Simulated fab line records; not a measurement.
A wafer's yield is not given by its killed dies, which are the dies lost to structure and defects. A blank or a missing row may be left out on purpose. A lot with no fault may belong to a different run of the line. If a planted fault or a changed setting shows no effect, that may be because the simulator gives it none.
fab line records -- flow nandHarc
[record] lots = 14, wafers = 42, lastDay = 33
route steps=1302 shown A_M0@1151 A_M1@1177
lots untouched by any fault: they come from a run of this same line in which no faults occurred
startH: hours from the record's opening day to when the first of the lot's shown wafers began -- waitH: hours from the lot's prior step to this one -- " identical to the entry in the row above -- L1.1+2: a row that stands for several wafers -- - no value, or no start given -- * or withheld: withheld -- < > ~ a bound
route shown NAME@n: names a module that has steps shown in the file, with the first one's number in the route -- usual: mean and standard deviation over wafers with no fault -- same: alike in all rows -- chamber/n: place in a boat -- sites: the reading at each site -- _std_site: their standard deviation -- _edge_site: mean of outer sites minus mean of inner sites -- radiusMm: how far each site lies from the wafer's centre -- mask NAME#n: copy n -- behind: the tool/chamber that last shaped the wafer -- hold: what put the lot on hold/how long, in hours/how the hold closed -- device: names the non-switching transistor (n, p or np) -- end of line: at the end of the route, the tests of the same wafers -- a step with no rows: only its recipe -- killed: dies lost to structure and defects at the first sort, not the wafer's yield -- map: the dies of a wafer, with x for killed, . for not killed, _ for no die there
set.NAME: the setting that was run; set.NAME@STEP: the one run at that earlier step -- model.NAME: the simulator's own value behind a step, which no gauge read
the route's steps for a sample of lots (tables are steps, rows are wafers)
services: from which hour (startH, from the record's first day; less than 0 if before it) a tool's chamber was out of use, for how many hours, and why
[[steps]]
[step NHARC_A_M0_ETCH_34]
[recipe] targetDepthA = 400, overetchA = 120, timeS = 43.94, ionEnergyEv = 200, n2FlowSccm = 150, h2FlowSccm = 150, arFlowSccm = 0, rfW = 400, biasW = 150, chemistry = N2/H2
[usual] drypumpMotorCurrentA = 6.02/0.28, oesProductAu = 1.000/0.015, rfFwdPowerW = 394.4/1.9, rfVppV = 430.9/2.5, showerheadPlenumPTorr = 2.05/0.079, throttleValvePct = 14.170/0.0089
lot.wafer,tool,chamber,startH,waitH,drypumpMotorCurrentA,oesProductAu,rfFwdPowerW,rfHoursCounterH,rfVppV,showerheadPlenumPTorr,throttleValvePct
L252.3,rieDiel-06,1,509.92,0.1,6.21,1.002,395.8,1.3,428.5,2.01,14.175
L252.5,rieDiel-06,1,509.92,0.1,6.21,0.996,398.0,-,430.7,2.02,14.178
L252.6,rieDiel-06,2,509.92,0.1,6.21,0.983,392.5,-,427.5,1.92,14.166
L253.2,rieDiel-06,2,529.68,0.1,6.23,0.978,395.7,1.9,427.4,1.92,14.154
L253.1,rieDiel-06,0,529.68,0.1,6.01,0.997,394.6,1.2,431.4,2.06,14.168
L253.5,rieDiel-06,1,529.68,0.1,6.20,0.966,394.8,-,431.0,2.01,14.180
L254.3,rieDiel-01,2,532.12,0.1,5.74,1.018,391.2,7.9,434.4,2.17,14.170
L254.1,rieDiel-01,3,532.12,0.1,5.87,1.025,395.7,7.6,431.6,2.02,14.178
L254.6,rieDiel-01,1,532.12,0.1,5.97,0.979,393.4,-,434.8,2.13,14.167
L257.2,rieDiel-11,3,561.75,0.1,5.34,0.997,395.8,6.1,431.2,2.10,14.181
L257.3,rieDiel-11,1,561.75,0.1,5.62,0.999,394.0,5.7,435.6,2.17,14.157
L257.5,rieDiel-11,3,561.75,0.1,5.36,0.994,394.8,-,432.8,2.10,14.178
L255.1,rieDiel-06,1,563.03,0.1,6.23,0.974,396.6,3.9,430.5,2.01,14.171
L255.6,rieDiel-06,2,563.03,0.1,6.21,0.997,393.7,-,427.3,1.92,14.158
L255.5,rieDiel-06,3,563.03,0.1,6.27,1.005,396.0,-,431.4,2.10,14.165
L256.2,rieDiel-06,2,563.64,0.1,6.25,0.998,393.5,3.8,427.4,1.92,14.170
L256.4,rieDiel-06,3,563.64,0.1,6.30,1.006,393.3,3.5,430.7,2.10,14.175
L256.5,rieDiel-06,2,563.64,0.1,6.27,0.994,393.5,-,426.8,1.92,14.168
L258.4,rieDiel-06,3,581.80,0.1,6.29,1.012,393.6,4.2,431.2,2.10,14.174
L258.5,rieDiel-06,3,581.80,0.1,6.30,1.004,393.6,-,432.3,2.10,14.168
L258.6,rieDiel-06,0,581.80,0.1,6.02,1.004,394.9,-,431.7,2.06,14.164
L259.1,rieDiel-06,0,603.09,0.1,6.04,1.006,396.1,4.7,430.5,2.06,14.176
L259.2,rieDiel-06,2,603.09,0.1,6.23,0.985,394.1,5.7,426.9,1.91,14.179
L259.3,rieDiel-06,3,603.09,0.1,6.32,1.011,395.5,5.4,432.9,2.10,14.181
L267.3,rieDiel-01,0,669.54,0.1,6.41,1.014,394.1,5.0,427.3,1.94,14.174
L267.2,rieDiel-01,1,669.54,0.1,6.02,0.987,390.9,5.9,434.3,2.13,14.168
L267.6,rieDiel-01,0,669.54,0.1,6.41,1.007,395.0,-,427.9,1.94,14.171
L268.3,rieDiel-06,0,674.99,0.1,6.00,0.992,395.5,0.1,431.6,2.06,14.186
L268.6,rieDiel-06,3,674.99,0.1,6.29,1.019,394.1,-,433.2,2.10,14.166
L268.5,rieDiel-06,0,674.99,0.1,6.02,1.003,393.9,-,430.3,2.06,14.175
L272.3,rieDiel-01,2,706.25,0.1,5.75,0.996,395.4,7.0,434.8,2.16,14.177
L272.1,rieDiel-01,3,706.25,0.1,5.86,1.031,396.3,6.3,430.5,2.02,14.178
L272.5,rieDiel-01,2,706.25,0.1,5.75,0.993,394.6,-,435.3,2.16,14.177
L273.2,rieDiel-01,3,725.91,0.1,5.84,1.021,393.5,8.8,428.2,2.01,14.149
L273.4,rieDiel-01,1,725.91,0.1,6.01,0.974,388.4,9.6,433.4,2.13,14.158
L273.5,rieDiel-01,3,725.91,0.1,5.85,1.025,393.4,-,430.1,2.01,14.174
L274.1,rieDiel-11,0,727.37,0.1,6.12,1.013,394.3,10.1,432.2,2.08,14.176
L274.4,rieDiel-11,1,727.37,0.1,5.61,1.010,395.2,-,433.8,2.17,14.166
L274.5,rieDiel-11,3,727.37,0.1,5.35,0.999,394.5,-,430.5,2.09,14.176
L275.3,rieDiel-11,3,743.50,0.1,5.36,0.987,393.6,10.7,433.5,2.09,14.157
L275.2,rieDiel-11,1,743.50,0.1,5.58,1.016,394.0,10.3,435.7,2.17,14.159
L275.6,rieDiel-11,3,743.50,0.1,5.34,0.992,394.9,-,431.2,2.09,14.177
[step NHARC_A_M0_CD_MEAS_16]
[usual] cdNm = 80.3/1.1
lot.wafer,tool,chamber,startH,waitH,cdNm
L252.3,cdSem-02,-,510.14,-,79.6
L252.5,cdSem-02,-,510.14,-,78.5
L252.6,cdSem-02,-,510.14,-,80.6
L253.1,cdSem-02,-,529.89,-,80.5
L253.2,cdSem-02,-,529.89,-,79.8
L253.5,cdSem-02,-,529.89,-,79.5
L254.1,cdSem-01,-,532.32,-,79.3
L254.3,cdSem-01,-,532.32,-,82.0
L254.6,cdSem-01,-,532.32,-,80.5
L257.2,cdSem-01,-,561.96,-,79.7
L257.3,cdSem-01,-,561.96,-,79.8
L257.5,cdSem-01,-,561.96,-,80.2
L255.1,cdSem-01,-,563.22,-,80.2
L255.5,cdSem-01,-,563.22,-,81.5
L255.6,cdSem-01,-,563.22,-,82.0
L256.2,cdSem-01,-,563.85,-,80.7
L256.4,cdSem-01,-,563.85,-,82.3
L256.5,cdSem-01,-,563.85,-,82.4
L258.4,cdSem-01,-,582.02,-,80.9
L258.5,cdSem-01,-,582.02,-,79.2
L258.6,cdSem-01,-,582.02,-,80.0
L259.1,cdSem-01,-,603.32,-,80.4
L259.2,cdSem-01,-,603.32,-,82.8
L259.3,cdSem-01,-,603.32,-,81.5
L267.2,cdSem-02,-,669.75,-,77.0
L267.3,cdSem-02,-,669.75,-,79.2
L267.6,cdSem-02,-,669.75,-,79.5
L268.3,cdSem-01,-,675.21,-,79.6
L268.5,cdSem-01,-,675.21,-,82.9
L268.6,cdSem-01,-,675.21,-,81.9
L272.1,cdSem-03,-,706.49,-,80.1
L272.3,cdSem-03,-,706.49,-,81.5
L272.5,cdSem-03,-,706.49,-,82.3
L273.2,cdSem-01,-,726.12,-,81.6
L273.4,cdSem-01,-,726.12,-,79.6
L273.5,cdSem-01,-,726.12,-,80.5
L274.1,cdSem-02,-,727.60,-,77.8
L274.4,cdSem-02,-,727.60,-,79.2
L274.5,cdSem-02,-,727.60,-,80.3
L275.2,cdSem-03,-,743.71,-,79.4
L275.3,cdSem-03,-,743.71,-,79.0
L275.6,cdSem-03,-,743.71,-,78.5
[step NHARC_A_M1_PEB_07]
[recipe] pebTempC = 100, pebTimeS = 65
[usual] chillPlateTempC = 23.02/0.12, exhaustPa = 44.9/0.88, pebTimeS = 65/0, plateTempC = 100.02/0.13
lot.wafer,tool,chamber,startH,waitH,chillPlateTempC,exhaustPa,pebTimeS,plateTempC
L252.3,lithoTrack-01,0,513.61,0.0,23.01,45.4,65,99.87
L252.5,lithoTrack-01,0,513.61,0.0,22.91,45.5,65,99.87
L252.6,lithoTrack-01,0,513.61,0.0,22.92,45.6,65,99.91
L253.1,lithoTrack-01,0,533.25,0.1,23.05,44.8,65,100.17
L253.2,lithoTrack-01,0,533.25,0.1,23.17,44.4,65,100.07
L253.5,lithoTrack-01,0,533.25,0.1,23.27,44.6,65,100.27
L254.1,lithoTrack-01,0,535.87,0.1,22.82,44.3,65,99.96
L254.3,lithoTrack-01,0,535.87,0.1,22.86,45.7,65,100.01
L254.6,lithoTrack-01,0,535.87,0.1,22.89,45.3,65,100.11
L257.2,lithoTrack-01,0,565.33,0.1,23.06,44.8,65,100.15
L257.3,lithoTrack-01,0,565.33,0.1,23.04,44.5,65,100.17
L257.5,lithoTrack-01,0,565.33,0.1,23.08,44.6,65,100.04
L255.1,lithoTrack-01,0,566.75,0.1,23.00,44.0,65,100.22
L255.5,lithoTrack-01,0,566.75,0.1,23.15,45.6,65,100.09
L255.6,lithoTrack-01,0,566.75,0.1,23.13,45.2,65,100.13
L256.2,lithoTrack-01,0,567.36,0.1,23.16,44.7,65,100.01
L256.4,lithoTrack-01,0,567.36,0.1,23.12,44.3,65,99.77
L256.5,lithoTrack-01,0,567.36,0.1,23.17,44.7,65,100.06
L258.4,lithoTrack-04,0,585.54,0.0,23.06,44.8,65,100.03
L258.5,lithoTrack-04,0,585.54,0.0,23.00,45.2,65,100.04
L258.6,lithoTrack-04,0,585.54,0.0,23.04,44.5,65,100.05
L259.1,lithoTrack-04,0,607.34,0.1,22.82,45.6,65,99.95
L259.2,lithoTrack-04,0,607.34,0.1,22.90,45.1,65,99.95
L259.3,lithoTrack-04,0,607.34,0.1,22.79,45.8,65,99.92
L267.2,lithoTrack-04,-,673.21,0.1,-,-,-,-
L267.3,lithoTrack-04,-,673.21,0.1,-,-,-,-
L267.6,lithoTrack-04,-,673.21,0.1,-,-,-,-
L268.3,lithoTrack-01,-,678.88,0.0,-,-,-,-
L268.5,lithoTrack-01,-,678.88,0.0,-,-,-,-
L268.6,lithoTrack-01,-,678.88,0.0,-,-,-,-
L272.1,lithoTrack-01,0,709.97,0.1,23.01,46.3,65,100.07
L272.3,lithoTrack-01,0,709.97,0.1,22.93,44.7,65,100.02
L272.5,lithoTrack-01,0,709.97,0.1,22.85,45.3,65,99.91
L273.2,lithoTrack-01,0,729.62,0.1,23.04,44.7,65,100.06
L273.4,lithoTrack-01,0,729.62,0.1,23.11,43.8,65,99.94
L273.5,lithoTrack-01,0,729.62,0.1,22.97,44.1,65,100.00
L274.1,lithoTrack-06,0,731.02,0.1,23.00,44.3,65,100.01
L274.4,lithoTrack-06,0,731.02,0.1,23.04,46.3,65,99.97
L274.5,lithoTrack-06,0,731.02,0.1,22.99,43.8,65,99.97
L275.2,lithoTrack-01,0,747.25,0.1,22.92,44.7,65,100.09
L275.3,lithoTrack-01,0,747.25,0.1,22.98,45.8,65,99.94
L275.6,lithoTrack-01,0,747.25,0.1,23.00,46.0,65,99.88
[step NHARC_A_M1_DESCUM_14]
[recipe] timeS = 3, o2FlowSccm = 200, arFlowSccm = 0, biasPowerW = 0, chemistry = O2
[usual] drypumpMotorCurrentA = 5.5/0.4, oesProductAu = 0.997/0.012, rfVppV = 57.8/1, showerheadPlenumPTorr = 1.92/0.082, throttleValvePct = 11.310/0.0095
lot.wafer,tool,chamber,startH,waitH,hold,drypumpMotorCurrentA,oesProductAu,rfHoursCounterH,rfVppV,showerheadPlenumPTorr,throttleValvePct
L252.3,rieDiel-03,1,513.88,0.1,-,5.1,1.006,1.9,59.9,2.03,11.304
L252.6,rieDiel-03,3,513.88,0.1,-,5.9,0.998,-,56.5,1.88,11.314
L252.5,rieDiel-03,0,513.88,0.1,-,6.1,1.009,-,59.0,1.96,11.316
L253.1,rieDiel-08,1,533.51,0.1,-,5.7,0.966,4.7,60.6,1.97,11.281
L253.2,rieDiel-08,2,533.51,0.1,-,5.2,0.997,4.6,57.7,2.04,11.300
L253.5,rieDiel-08,2,533.51,0.1,-,5.3,1.011,-,60.1,2.04,11.302
L254.3,rieDiel-03,2,536.15,0.1,-,5.1,1.005,2.2,56.9,1.85,11.300
L254.1,rieDiel-03,3,536.15,0.1,-,5.9,1.005,2.7,56.2,1.88,11.313
L254.6,rieDiel-03,2,536.15,0.1,-,5.1,0.997,-,57.6,1.85,11.323
L257.2,rieDiel-04,3,565.61,0.1,-,5.3,1.026,0.5,58.2,1.78,11.336
L257.3,rieDiel-04,0,565.61,0.1,-,5.4,0.982,0.5,56.1,1.83,11.315
L257.5,rieDiel-04,1,565.61,0.1,-,5.0,0.986,-,57.9,1.93,11.300
L255.1,rieDiel-03,1,567.02,0.1,-,5.1,0.990,4.3,57.9,2.03,11.305
L255.6,rieDiel-03,1,567.02,0.1,-,5.1,0.992,-,58.9,2.03,11.313
L255.5,rieDiel-03,2,567.02,0.1,-,5.1,0.984,-,57.7,1.85,11.304
L256.4,rieDiel-08,1,567.63,0.1,-,5.7,0.986,0.4,57.2,1.97,11.303
L256.2,rieDiel-08,0,567.63,0.1,-,5.8,0.999,0.4,56.9,1.91,11.307
L256.5,rieDiel-08,1,567.63,0.1,-,5.7,0.982,-,57.4,1.97,11.309
L258.4,rieDiel-04,3,585.80,0.1,-,5.2,1.017,2.7,56.2,1.78,11.298
L258.5,rieDiel-04,3,585.80,0.1,-,5.2,1.008,-,56.9,1.78,11.316
L258.6,rieDiel-04,0,585.80,0.1,-,5.4,0.965,-,57.8,1.83,11.306
L259.3,rieDiel-04,3,607.62,0.1,-,5.2,1.003,3.2,55.9,1.78,11.323
L259.2,rieDiel-04,1,607.62,0.1,-,5.0,0.997,3.4,57.2,1.93,11.322
L259.1,rieDiel-04,2,607.62,0.1,-,5.8,0.983,3.3,56.3,2.04,11.298
L267.2,rieDiel-04,3,675.94,2.4,awaitDispo/2.3h/release,5.2,0.996,7.6,57.8,1.78,11.313
L267.3,rieDiel-04,1,675.94,2.4,awaitDispo/2.3h/release,5.0,0.985,8.2,59.2,1.92,11.312
L267.6,rieDiel-04,2,675.94,2.4,awaitDispo/2.3h/release,5.8,0.983,-,59.0,2.04,11.315
L268.3,rieDiel-03,1,682.38,3.1,awaitDispo/3.1h/release,5.1,1.011,2.6,57.8,2.03,11.301
L268.5,rieDiel-03,0,682.38,3.1,awaitDispo/3.1h/release,6.2,1.006,-,56.7,1.96,11.308
L268.6,rieDiel-03,1,682.38,3.1,awaitDispo/3.1h/release,5.1,1.012,-,57.9,2.03,11.307
L272.3,rieDiel-03,0,710.25,0.1,-,6.1,1.000,4.5,57.9,1.96,11.304
L272.1,rieDiel-03,2,710.25,0.1,-,5.1,1.010,4.6,58.6,1.85,11.321
L272.5,rieDiel-03,0,710.25,0.1,-,6.1,1.016,-,58.0,1.96,11.329
L273.2,rieDiel-03,0,729.89,0.1,-,6.2,0.995,5.8,58.8,1.96,11.318
L273.4,rieDiel-03,2,729.89,0.1,-,5.1,1.001,5.9,57.0,1.85,11.310
L273.5,rieDiel-03,0,729.89,0.1,-,6.2,0.987,-,57.8,1.96,11.310
L274.1,rieDiel-03,0,731.29,0.1,-,6.1,1.000,5.9,57.4,1.96,11.321
L274.4,rieDiel-03,2,731.29,0.1,-,5.1,0.997,6.0,57.6,1.85,11.304
L274.5,rieDiel-03,3,731.29,0.1,-,5.9,0.992,-,57.9,1.87,11.315
L275.2,rieDiel-03,3,747.51,0.1,-,5.9,0.997,4.5,57.2,1.87,11.296
L275.3,rieDiel-03,0,747.51,0.1,-,6.2,1.000,6.8,57.3,1.95,11.328
L275.6,rieDiel-03,0,747.51,0.1,-,6.2,1.014,-,58.2,1.96,11.306
[[services]]
tool,chamber,startH,hours,kind
lithoTrack-01,-,505.00,7.0,pm
rieDiel-06,0,510.99,9.3,repair
rieDiel-01,-,519.55,0.8,repair
rieDiel-04,3,519.75,9.5,repair
rieDiel-01,0,523.28,1.8,repair
rieDiel-04,-,531.90,9.0,pm
rieDiel-01,1,551.90,4.5,repair
rieDiel-01,-,557.80,9.0,pm
rieDiel-01,0,586.29,4.7,repair
rieDiel-01,3,592.66,5.8,repair
rieDiel-06,1,604.71,6.5,repair
rieDiel-04,-,624.73,1.4,repair
rieDiel-03,-,642.17,9.0,pm
rieDiel-04,0,660.50,12.4,repair
rieDiel-06,-,661.22,9.0,pm
lithoTrack-01,-,680.00,7.0,pm
rieDiel-06,0,687.96,4.0,repair
rieDiel-01,3,697.30,4.4,repair
rieDiel-03,3,702.16,4.3,repair
rieDiel-01,0,705.24,4.0,repair
rieDiel-03,3,706.83,17.3,repair
rieDiel-04,-,708.90,9.0,pm
rieDiel-01,2,726.98,4.3,repair
rieDiel-01,1,728.06,8.6,repair
[[key]]
[firstSign] step = NHARC_A_M1_PEB_07, reading = toolRecord, direction = missing
effect none on later readings
metAt NHARC_A_M1_PEB_07
struckLots L267,L268
laterRowsLeftOut L267.2,L267.3,L267.6,L268.3,L268.5,L268.6
sortLeftOut L267.2,L267.3,L267.6,L268.3,L268.5,L268.6
notActingAt NHARC_A_M0_ETCH_34,NHARC_A_M0_CD_MEAS_16,NHARC_A_M1_DESCUM_14
onsetBetween 607.34 673.21
[fault] kind = skippedStepWhole, tool = lithoTrack-01,lithoTrack-04, chamber = -, onsetH = 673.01, steps = NHARC_A_M1_PEB_07, scope = struckLotsOnly
// sortLeftOut: the simulated sort isn't trusted on such a fault, so these wafers' sort isn't shown, and their yield isn't known
// laterRowsLeftOut: the simulator's readings of these wafers behind a module that went badly wrong aren't trusted and aren't shown, but for the sort
